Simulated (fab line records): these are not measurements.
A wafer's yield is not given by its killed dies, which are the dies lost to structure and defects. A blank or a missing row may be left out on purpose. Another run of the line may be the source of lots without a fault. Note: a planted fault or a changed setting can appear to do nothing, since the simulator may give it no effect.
Split-lot experiment | flow n5-finfet | on a route of 1938 steps: 7 lots, 21 wafers read

== THE SPLIT ==
At N5_DUMMY_GATE_EXPOSE_12 (exposes mask GATE, target cd 25 nm), the setting dose-mj was moved away from the recipe's 34 on 6 of the 21 wafers read, by -2.3% to +4.9%. This setting was run at the recipe's value on the other wafers.

== FROM THE SPLIT TO THE READING: what the file shows between them, 13 steps ==
- N5_DUMMY_GATE_PEB_13: peb time 60 s
- N5_DUMMY_GATE_DEVELOP_14: develop time 30 s
- N5_DUMMY_GATE_ETCH_29: etches underlayer in N2/H2, target depth 13 nm
- N5_DUMMY_GATE_ETCH_36: etches SiARC in CF4, target depth 13 nm
- N5_DUMMY_GATE_ETCH_37: etches SOC in N2/H2, target depth 60 nm, overetch 30 nm
- N5_DUMMY_GATE_STRIP_38: strips in N2/H2
- N5_DUMMY_GATE_STRIP_39: strips in N2/H2
- N5_DUMMY_GATE_TRIM_49: chemistry O2, time 29 s, target cd 14 nm
- N5_DUMMY_GATE_STRIP_40: strips in CF4
- N5_DUMMY_GATE_ETCH_31: etches SiO2 in C4F6/O2, target depth 82.5 nm, time 27.5 s
- N5_DUMMY_GATE_STRIP_41: strips in O2
- N5_DUMMY_GATE_HM_OPEN_21: chemistry CH3F/O2, target SiNx, target depth 120 nm, time 171.4 s
- N5_DUMMY_GATE_ETCH_44: etches poly-Si in HBr/O2, stops on SiO2, target depth 127.5 nm

== THE READING ==
DUMMY_GATE.cd-nm (the simulator's own value, which no gauge read), in nm, at N5_DUMMY_GATE_ETCH_42 (etches SiO2 in CHF3/O2, target depth 3.5 nm, time 31 s). The file does not state a usual value for it. Here, 15 wafers ran the recipe; their average is 14.9 nm with a standard deviation of 0.32 nm.

wafer  | tool, chamber at the split | dose-mj as run | against the recipe | DUMMY_GATE.cd-nm, nm | against lot-mates on the recipe
L075.1 | euv-scanner-02, 0          | 34             | recipe             | 15.2                 | -
L075.4 | euv-scanner-02, 0          | 34             | recipe             | 14.8                 | -
L075.5 | euv-scanner-02, 0          | 34.97          | +2.9%              | 14.4                 | -0.6
L079.4 | euv-scanner-01, 0          | 34             | recipe             | 14.8                 | -
L079.5 | euv-scanner-01, 0          | 34             | recipe             | 14.6                 | -
L079.6 | euv-scanner-01, 0          | 34             | recipe             | 14.2                 | -
L085.2 | euv-scanner-01, 0          | 34             | recipe             | 15.6                 | -
L085.3 | euv-scanner-01, 0          | 35.33          | +3.9%              | 14.2                 | -1.4
L085.6 | euv-scanner-01, 0          | 35.33          | +3.9%              | 14.6                 | -1.0
L092.2 | euv-scanner-01, 0          | 34             | recipe             | 14.8                 | -
L092.4 | euv-scanner-01, 0          | 34             | recipe             | 14.8                 | -
L092.3 | euv-scanner-01, 0          | 35.66          | +4.9%              | 13.8                 | -1.0
L093.4 | euv-scanner-02, 0          | 33.23          | -2.3%              | 15.6                 | +0.4
L093.5 | euv-scanner-02, 0          | 33.23          | -2.3%              | 15.4                 | +0.2
L093.6 | euv-scanner-02, 0          | 34             | recipe             | 15.2                 | -
L095.1 | euv-scanner-01, 0          | 34             | recipe             | 14.6                 | -
L095.5 | euv-scanner-01, 0          | 34             | recipe             | 14.6                 | -
L095.4 | euv-scanner-01, 0          | 34             | recipe             | 15                   | -
L097.2 | euv-scanner-02, 0          | 34             | recipe             | 15                   | -
L097.5 | euv-scanner-02, 0          | 34             | recipe             | 15                   | -
L097.3 | euv-scanner-02, 0          | 34             | recipe             | 14.8                 | -

FIT RESULTS
A straight line over all 21 wafers: DUMMY_GATE.cd-nm changes by -0.185 nm for each +1% of dose-mj; r = -0.75; the points scatter about the line by 0.31 nm.
The same after taking each lot's own level away (the mean of its wafers on the recipe; 21 wafers): -0.232 nm for each +1%; r = -0.91; scatter 0.2 nm.
The reading moves by 1.1 nm for the largest change in dose-mj, on that fit.
Measured against the standard deviation above, the lots' own levels, which go from 14.53 to 15.60 nm, span 3.4 times it.
So the lot-to-lot level blurs the effect unless lot-mates are compared.
Check: -1.26 nm against its lot-mates is what the line predicts for one of the wafers moved furthest among these (+4.9%) when that wafer is left out of the fit. It came out at -1 nm against them.

== FURTHER SPLITS ON THESE WAFERS ==
Before the reading, these wafers also passed through other splits. Each is held against what the fit with the lots' levels taken away leaves over:
other split on the same wafers | wafers away from the commonest value | r with DUMMY_GATE.cd-nm (lot level and that fit taken away)
N5_WELL_APT_COAT_19 spin-rpm   | 4                                    | +0.04
N5_FIN_SAQP_FIN_ETCH_36 icp-w  | 7                                    | -0.11
N5_FIN_CUT_COAT_19 spin-rpm    | 9                                    | -0.02
N5_DUMMY_GATE_CVD_03 temp-c    | 12                                   | -0.17
N5_DUMMY_GATE_COAT_34 spin-rpm | 8                                    | +0.05

== THE WHOLE CHAIN: every reading that the file lists as answering this split, in the file's order ==
step                  | what it does                                           | reading                                                           | change (the file's fit)               | r (the file's)
N5_DUMMY_GATE_TRIM_49 | chemistry O2, time 29 s, target cd 14 nm               | DUMMY_GATE.cd-nm (the simulator's own value, which no gauge read) | -0.222 nm for each +1% of the setting | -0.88
N5_DUMMY_GATE_ETCH_42 | etches SiO2 in CHF3/O2, target depth 3.5 nm, time 31 s | DUMMY_GATE.cd-nm (the simulator's own value, which no gauge read) | -0.228 nm for each +1% of the setting | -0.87

== FILE'S OWN FIT ==
DUMMY_GATE.cd-nm changes by -0.228 nm for each +1% of dose-mj, r = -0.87.
